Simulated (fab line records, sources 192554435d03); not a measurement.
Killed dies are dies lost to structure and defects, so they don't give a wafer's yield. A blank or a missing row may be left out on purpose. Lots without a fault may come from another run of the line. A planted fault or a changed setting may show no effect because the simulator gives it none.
fab line records | flow n5_finfet
record lots=12 wafers=33 last_day=18
route steps=1938 shown BEOL_M0@741 TV_LITHO@1884 PASSIVATION@1911
lots that met no fault: from a run of the same line without faults
start_h: hours from the record's first day to the start of the lot's first wafer shown | wait_h: hours since the lot's step before | " the same as in the row above | L1.1+2: a row that stands for several wafers | - no value, or no start given | * or withheld: withheld | < > ~ a bound
route shown NAME@n: a module of which the file shows steps, and the number in the route of the first | usual: mean/standard deviation of fault-free wafers | same: alike in all rows | chamber/n: place in a boat | sites: the reading at each site | _std_site: their standard deviation | _edge_site: outer sites' mean less inner sites' | radius_mm: how far each site lies from the wafer's centre | mask NAME#n: copy n | behind: the tool/chamber that last shaped the wafer | hold: why the lot was held/for how many hours/how that ended | device: the transistor (n, p or np) that didn't switch | end of line: the same wafers' tests at the end of the route | a step without rows: its recipe alone | killed: dies lost to structure and defects at the first sort, not the wafer's yield | map: a wafer's dies, x killed, . not, _ none there
set.NAME: the setting as run; set.NAME@STEP: as run at that earlier step | model.NAME: the simulator's own value behind a step, which no gauge read
steps of the route over a sample of lots; a table a step, a row a wafer
services: from which hour (start_h, from the record's first day; less than 0 if before it) a tool's chamber was out of use, for how many hours, and why
## steps
# step N5_BEOL_M0_ECD_118
# recipe material=Cu target_thk_a=3000
# columns lot.wafer tool chamber start_h wait_h
L555.4+6 ecd_cu-01 1,0 121.78 0.1
L559.1+4+5 ecd_cu-01 0,1,0 142.05 0.1
L560.3+4+6 ecd_cu-01 0,1,0 144.50 0.1
L561.1+3+4 ecd_cu-01 0,1,0 153.42 0.1
L563.3+4+6 ecd_cu-02 0,1,1 168.13 0.1
L565.2+4+6 ecd_cu-02 0,1,0 181.86 0.1
L566.1+2+6 ecd_cu-01 1,0,1 185.71 0.1
L567.2+6 ecd_cu-02 1,0 193.05 0.1
L568.2+3+6 ecd_cu-01 0 202.26 0.1
L572.1+2+4 ecd_cu-01 0,1,1 226.27 0.1
L574.1+6 ecd_cu-02 1 238.53 0.1
L576.1+2+4 ecd_cu-01 1,0,0 250.83 0.1
# step N5_PASSIVATION_OVL_MEAS_60
# recipe points_per_wafer=44
# usual TV_OVL=-1/4.5
# columns lot.wafer tool chamber start_h wait_h TV_OVL[nm]
L555.4 overlay-02 0 278.01 0.0 4
L555.6 " 0 " " 1
L560.3 overlay-01 0 306.90 0.0 2
L560.4 " 0 " " 4
L560.6 " 0 " " -8
L561.1 overlay-02 0 312.26 0.0 -2
L561.3 " 0 " " 1
L561.4 " 0 " " 1
L563.3 overlay-02 0 324.58 0.0 -1
L563.4 " 0 " " 3
L563.6 " 0 " " 11
L559.1 overlay-01 0 334.58 0.0 4
L559.4 " 0 " " -1
L559.5 " 0 " " 9
L565.2 overlay-01 0 339.92 0.0 -4
L565.4 " 0 " " 1
L565.6 " 0 " " -8
L566.1 overlay-01 0 358.90 0.0 -6
L566.2 " 0 " " 3
L566.6 " 0 " " -3
L567.2 overlay-01 0 359.19 0.0 5
L567.6 " 0 " " -1
L568.2 overlay-02 0 369.88 0.0 2
L568.3 " 0 " " 7
L568.6 " 0 " " 4
L572.1 overlay-02 0 392.67 0.0 -5
L572.2 " 0 " " 1
L572.4 " 0 " " -1
L576.1 overlay-01 0 410.80 0.0 1
L576.2 " 0 " " -8
L576.4 " 0 " " 0
L574.1 overlay-02 0 418.25 0.0 -9
L574.6 " 0 " " -9
# step N5_PASSIVATION_STRIP_34
# recipe chemistry=O2 power_w=600 temp_c=60 pressure_mtorr=30 rf_frequency_hz=6e+07 bias_power_w=0 overash_fraction=2 o2_flow_sccm=225
# usual drypump_motor_current_A=5.8/0.39 oes_product_au=0.83/0.08 rf_vpp_V=3.4/1.5 showerhead_plenum_p_Torr=2.12/0.062 throttle_valve_pct=16.58/0.18
# same bias_power_w=0
# columns lot.wafer tool chamber start_h wait_h drypump_motor_current_A oes_product_au rf_hours_counter_h rf_vpp_V showerhead_plenum_p_Torr throttle_valve_pct
L555.4 rie_diel-06 2 280.80 0.1 6.4 0.89 47 3.2 2.15 16.54
L555.6 " 2 " " 6.4 0.86 - 1.7 2.15 16.61
L560.3 rie_diel-04 1 309.75 0.1 5.4 0.92 23 3.4 2.14 16.42
L560.4 " 3 " " 5.3 0.93 12 5.3 2.05 16.61
L560.6 " 2 " " 5.9 0.78 - 1.9 2.20 16.91
L561.1 rie_diel-05 3 315.14 0.1 6.2 1.03 1 2.2 2.05 16.35
L561.3 " 1 " " 6.0 0.83 86 2.6 2.13 16.41
L561.4 " 2 " " 5.7 0.74 175 5.8 2.18 16.72
L563.3 rie_diel-06 0 328.03 0.1 5.3 0.99 3 5.9 2.24 16.46
L563.4 " 2 " " 6.3 0.84 63 2.5 2.14 16.62
L563.6 " 0 " " 5.3 1.01 - 3.0 2.24 16.36
L559.1 rie_diel-05 2 337.27 0.1 5.7 0.73 182 2.7 2.18 16.80
L559.4 " 1 " " 6.1 0.81 93 3.0 2.13 16.44
L559.5 " 0 " " 5.3 0.81 - 3.5 2.05 16.67
L565.2 rie_diel-04 3 342.38 0.1 5.3 0.91 24 1.4 2.05 16.58
L565.4 " 2 " " 5.8 0.77 - 1.9 2.19 16.89
L565.6 " 1 " " 5.4 0.91 - 4.6 2.14 16.48
L566.1 rie_diel-05 3 361.63 0.1 6.1 0.97 17 2.2 2.04 16.38
L566.2 " 1 " " 6.2 0.79 102 4.3 2.12 16.47
L566.6 " 3 " " 6.1 0.95 - 4.7 2.04 16.40
L567.2 rie_diel-05 3 361.89 0.1 6.1 0.97 17 1.3 2.04 16.43
L567.6 " 0 " " 5.3 0.81 - 4.6 2.04 16.69
L568.2 rie_diel-06 0 372.69 0.1 5.4 0.94 16 2.8 2.23 16.48
L568.3 " 1 " " 6.5 0.86 64 4.1 2.13 16.32
L568.6 " 3 " " 5.7 0.79 - 2.2 2.10 16.37
L572.1 rie_diel-05 3 395.41 0.2 6.1 0.95 28 2.0 2.04 16.42
L572.2 " 0 " " 5.3 0.79 93 5.5 2.04 16.69
L572.4 " 2 " " 5.7 0.71 203 0.2 2.17 16.85
L576.1 rie_diel-05 1 413.78 0.1 6.2 0.79 120 3.3 2.12 16.52
L576.2 " 3 " " 6.1 0.93 34 3.7 2.03 16.41
L576.4 " 0 " " 5.4 0.80 98 6.4 2.03 16.72
L574.1 rie_diel-06 3 421.10 0.1 5.7 0.80 104 1.8 2.09 16.35
L574.6 " 0 " " 5.3 0.93 - 5.3 2.23 16.48
# step N5_PASSIVATION_PECVD_35
# recipe material=SiNx target_thk_a=7000 temp_c=400 precursor=SiH4/NH3/N2 pressure_torr=4.9 rf_w=1406 time_s=151.3
# usual chamber_pressure_Torr=4.901/0.01 heater_power_w=432/90 showerhead_plenum_p_Torr=8.74/0.04 throttle_valve_pct=28.8/0.79
# columns lot.wafer tool chamber start_h wait_h chamber_pressure_Torr heater_power_w showerhead_plenum_p_Torr throttle_valve_pct
L555.4 pecvd-04 0 281.47 0.1 4.895 578 8.68 28.5
L555.6 " 1 " " 4.897 313 8.75 30.8
L560.3 pecvd-01 2 310.36 0.1 4.906 352 8.71 28.5
L560.4 " 2 " " 4.908 394 8.69 28.5
L560.6 " 1 " " 4.893 396 8.81 27.7
L561.1 pecvd-01 1 315.80 0.1 4.883 435 8.80 27.7
L561.3 " 0 " " 4.903 368 8.79 27.8
L561.4 " 2 " " 4.900 432 8.71 28.7
L563.3 pecvd-02 1 328.64 0.1 4.906 526 8.76 28.5
L563.4 " 1 " " 4.903 563 8.79 28.5
L563.6 " 0 " " 4.892 462 8.70 29.1
L559.1 pecvd-04 0 337.89 0.1 4.890 506 8.68 28.9
L559.4 " 2 " " 4.881 322 8.75 28.7
L559.5 " 1 " " 4.906 331 8.74 31.0
L565.2 pecvd-02 1 343.03 0.1 4.905 472 8.76 28.5
L565.4 " 0 " " 4.907 492 8.68 29.1
L565.6 " 1 " " 4.905 522 8.75 28.5
L566.1 pecvd-01 1 362.24 0.1 4.911 409 8.79 27.6
L566.2 " 0 " " 4.908 309 8.79 28.2
L566.6 " 2 " " 4.900 431 8.71 28.7
L567.2 pecvd-04 2 362.50 0.1 4.890 388 8.76 28.9
L567.6 " 0 " " 4.893 557 8.68 28.5
L568.2 pecvd-02 2 373.34 0.1 4.891 385 8.72 29.4
L568.3 " 1 " " 4.920 584 8.74 28.5
L568.6 " 0 " " 4.894 332 8.69 29.1
L572.1 pecvd-01 2 396.06 0.1 4.901 426 8.71 28.7
L572.2 " 1 " " 4.894 511 8.77 27.8
L572.4 " 2 " " 4.891 449 8.72 29.0
L576.1 pecvd-02 0 414.40 0.1 4.897 483 8.67 28.9
L576.2 " 1 " " 4.890 577 8.77 28.6
L576.4 " 2 " " 4.915 399 8.73 29.6
L574.1 pecvd-01 2 421.72 0.1 4.881 415 8.70 28.8
L574.6 " 1 " " 4.885 484 8.79 27.4
# step N5_PASSIVATION_PROBE_49
# usual defect_limited_yield=91.1/1.3 killed_at_M0_to_M3=32/9.7 killed_at_M4_up=16/6 killed_at_contacts=12/5.9 killed_at_front_end=41/11 killed_at_other=4/3.1 killed_dies=104/16 killed_on_rim=14/4 killed_open=68/12 killed_short=34/7.4 sort_bin_5_function=5.1/0.85 sort_bin_6_memory=3.3/0.66 sort_bin_8_speed=0.1/0.53 sort_n_pass=1075/16 sort_yield_pct=91.1/1.4
# same gross_dies=1180 killed_at_back_side=0 sort_bin_4_leakage[%]=0
# columns lot.wafer tool chamber start_h wait_h defect_limited_yield[%] killed_at_M0_to_M3 killed_at_M4_up killed_at_contacts killed_at_front_end killed_at_other killed_dies killed_on_rim killed_open killed_short sort_bin_5_function[%] sort_bin_6_memory[%] sort_bin_8_speed[%] sort_n_pass sort_yield_pct[%]
L568.3 prober-02 - 377.01 0.1 90.4 37 28 10 35 3 113 14 78 35 5.0 3.8 0 1067 90.4
L568.6 prober-02 - 377.16 0.3 92.2 25 23 18 26 0 92 11 67 24 4.9 2.5 0 1088 92.2
L572.1 prober-01 - 399.94 0.0 76.1 223 20 7 32 0 282 45 50 24 14.0 8.2 0 898 76.1
L572.2 prober-01 - 399.99 0.1 73.7 232 17 10 47 4 310 32 58 34 14.7 9.4 0 870 73.7
L572.4 prober-01 - 400.09 0.2 75.6 236 13 5 31 3 288 33 39 26 13.6 9.3 0 892 75.6
L576.1 prober-02 - 418.20 0.0 73.8 231 16 21 36 5 309 47 53 40 16.1 8.2 0 871 73.8
L576.2 prober-02 - 418.25 0.1 74.6 236 19 12 28 5 300 39 63 28 16.2 8.1 0 880 74.6
L576.4 prober-02 - 418.35 0.2 75.1 235 20 2 34 3 294 41 46 32 13.7 9.3 0 886 75.1
# killed by level:class
L568.3 BEOL_M4:geometric_particle:open=15 STI_FIN_REVEAL:geometric_particle:open=14 BEOL_M1:geometric_particle:open=12 MOL_CONTACT_COAG:geometric_particle:open=7 BEOL_M4:geometric_particle:short=7 BEOL_M3:geometric_particle:open=7 DUMMY_GATE:geometric_particle:open=5 FIN_SAQP:geometric_particle:short=4
L568.6 MOL_CONTACT_COAG:geometric_particle:open=14 BEOL_M4:geometric_particle:open=12 STI_FIN_REVEAL:geometric_particle:open=8 BEOL_M2:geometric_particle:open=8 BEOL_M1:geometric_particle:open=5 BEOL_M3:geometric_particle:open=5 MOL_CONTACT_COAG:geometric_particle:short=4 BEOL_M0_SAQP:geometric_particle:short=4
L572.1 BEOL_M0:unspecified=207 FIN_SAQP:geometric_particle:short=6 BEOL_M3:geometric_particle:open=6 DUMMY_GATE:geometric_particle:open=5 MOL_CONTACT_COAG:geometric_particle:open=5 BEOL_M2:geometric_particle:open=5 BEOL_M4:geometric_particle:open=5 STARTING-WAFER:geometric_particle:open=5
L572.2 BEOL_M0:unspecified=208 STI_FIN_REVEAL:geometric_particle:open=11 HKMG_FIN:area_etch=10 BEOL_M4:geometric_particle:open=8 DUMMY_GATE:geometric_particle:open=6 MOL_CONTACT_COAG:geometric_particle:open=6 BEOL_M0_SAQP:geometric_particle:open=6 BEOL_M3:geometric_particle:open=5
L572.4 BEOL_M0:unspecified=222 FIN_SAQP:geometric_particle:short=9 DUMMY_GATE:geometric_particle:open=7 MOL_CONTACT_COAG:geometric_particle:open=4 GATE_CUT:geometric_particle:short=3 BEOL_M1:geometric_particle:open=3 BEOL_M3:geometric_particle:short=3 BEOL_M5:geometric_particle:open=3
L576.1 BEOL_M0:unspecified=211 MOL_CONTACT_COAG:geometric_particle:open=16 FIN_SAQP:geometric_particle:short=7 BEOL_M2:geometric_particle:open=7 STI_FIN_REVEAL:geometric_particle:open=5 GATE_CUT:geometric_particle:short=5 MOL_CONTACT_COAG:geometric_particle:short=5 PAD_METAL:geometric_particle:short=4
L576.2 BEOL_M0:unspecified=208 MOL_CONTACT_COAG:geometric_particle:open=10 BEOL_M4:geometric_particle:open=9 BEOL_M0_SAQP:geometric_particle:open=8 STI_FIN_REVEAL:geometric_particle:open=7 FIN_SAQP:geometric_particle:short=6 BEOL_M0_SAQP:geometric_particle:short=5 FIN_SAQP:geometric_particle:open=4
L576.4 BEOL_M0:unspecified=213 BEOL_M4:geometric_particle:open=10 FIN_SAQP:geometric_particle:short=7 BEOL_M0_SAQP:geometric_particle:short=7 GATE_CUT:geometric_particle:short=5 BEOL_M1:geometric_particle:open=5 BEOL_M2:geometric_particle:open=5 FIN_SAQP:geometric_particle:open=4
## services
# columns tool chamber start_h hours kind
pecvd-04 - 99.25 28.1 pm
rie_diel-05 1 102.88 4.1 repair
pecvd-01 2 104.13 4.0 repair
pecvd-01 2 131.50 6.3 repair
ecd_cu-02 - 136.71 2.0 repair
pecvd-04 - 155.23 2.8 pm
pecvd-04 - 160.06 0.3 repair
pecvd-02 2 161.44 4.7 repair
pecvd-02 - 161.88 9.5 repair
rie_diel-05 0 167.07 5.0 repair
rie_diel-05 1 183.42 12.0 repair
rie_diel-05 - 205.16 0.7 repair
pecvd-04 1 210.67 3.4 repair
rie_diel-05 - 218.37 0.1 repair
rie_diel-05 3 242.46 40.9 repair
pecvd-01 2 245.23 12.9 repair
ecd_cu-02 - 254.18 1.9 repair
rie_diel-06 2 275.94 2.5 repair
ecd_cu-02 - 283.06 1.0 repair
pecvd-01 1 303.86 4.9 repair
pecvd-04 - 372.50 1.2 repair
pecvd-02 2 375.64 30.7 repair
ecd_cu-01 - 400.76 0.5 repair
rie_diel-05 0 414.10 5.3 repair
## key
first_sign step=N5_PASSIVATION_PROBE_49 reading=killed_at_M0_to_M3 direction=up sigmas=21 usual=32 struck=232
effect step=N5_PASSIVATION_PROBE_49 reading=defect_limited_yield direction=down sigmas=12 usual=91.1 struck=74.8
more_kills_born_at N5_BEOL_M0_ECD_118@ecd_cu-01=1269
met_at N5_BEOL_M0_ECD_118
struck_lots L572,L576
baseline_loss step=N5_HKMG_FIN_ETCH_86 wafers=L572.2
not_acting_at N5_PASSIVATION_OVL_MEAS_60,N5_PASSIVATION_STRIP_34,N5_PASSIVATION_PECVD_35
onset_between 202.26 226.27
fault kind=chamber_particle_source tool=ecd_cu-01 chamber=- onset_h=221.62 steps=N5_BEOL_M0_ECD_118 rate_per_visit_cm2=0.39001 end_h=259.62
# baseline_loss: these wafers lose ten dies or more at that step, a loss of the line's own and not of a fault; the sort's usual values leave them out
